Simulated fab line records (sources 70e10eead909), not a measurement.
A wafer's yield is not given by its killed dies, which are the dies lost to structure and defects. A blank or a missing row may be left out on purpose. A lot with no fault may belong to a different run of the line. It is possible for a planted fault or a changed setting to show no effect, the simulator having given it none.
Which tool did it?    flow nandHarc    6 lots, 18 wafers sampled, at 4 steps of a route of 1159

## WHAT THE GAUGES SHOWED, per wafer
NHARC_END_SORT_01.
lot   measured      on         killedAtPeriphery
L645  day 20 03:46  prober-02  1 2 3
L651  day 21 07:43  prober-02  650 648 644
L655  day 22 18:03  prober-02  1 1 4
L657  day 23 16:44  prober-02  1 2 0

## WHAT TOOL EACH LOT RAN ON (gives the tool, then ch and the chambers of the sampled wafers, and finally the start)
lot   NHARC_P_GATE_RTA_64              NHARC_P_CONTACT_ETCH_35            NHARC_P_CONTACT_ETCH_18
L645  rtpAnneal-01 ch 0, day 6 09:46   rieDiel-05 ch 0,1,3, day 6 12:49   rieDiel-05 ch 0,1,3, day 6 13:12
L651  rtpAnneal-01 ch 0, day 7 18:40   rieDiel-12 ch 0,2,3, day 7 22:11   rieDiel-12 ch 0,2,3, day 7 22:36
L655  rtpAnneal-02 ch 0, day 9 00:43   rieDiel-06 ch 1,2,3, day 9 04:15   rieDiel-06 ch 0,1,2, day 9 05:11
L657  rtpAnneal-01 ch 0, day 9 11:29   rieDiel-05 ch 2,3, day 9 14:32     rieDiel-05 ch 0,2,3, day 9 15:00
L659  rtpAnneal-01 ch 0, day 9 23:01   rieDiel-12 ch 0,2,3, day 10 02:23  rieDiel-12 ch 0,1,2, day 10 02:46
L664  rtpAnneal-02 ch 0, day 11 06:17  rieDiel-12 ch 2,3, day 11 09:43    rieDiel-12 ch 0,1,3, day 11 10:07
- NHARC_P_GATE_RTA_64: time 1 s.
- NHARC_P_CONTACT_ETCH_35: etches the open film in CF4, target depth 39 nm, time 65 s.
- NHARC_P_CONTACT_ETCH_18: etches the open film in C4F8/O2/Ar, target depth 481 nm, time 240.5 s.

## THE ANSWER, worked out from the rows above alone
Rule: the usual values come from the lots themselves. The widest of any qualifying gaps counts: lots, ordered by their means at a reading, are off when they make up no more than a third of the lots, leave a main group of 4 or more, and stand apart from it by 3 or more times the standard deviation of that group's means. A main group is skipped when, at the precision printed for the reading in the tables above, its means are all equal. A lot without any number at a reading at which 4 lots or more have one is off too. All remaining lots with rows at the step are treated as sound.
None of the lots is off at any reading shown; this tells nothing.

## WHAT THE SIMULATOR PUT IN
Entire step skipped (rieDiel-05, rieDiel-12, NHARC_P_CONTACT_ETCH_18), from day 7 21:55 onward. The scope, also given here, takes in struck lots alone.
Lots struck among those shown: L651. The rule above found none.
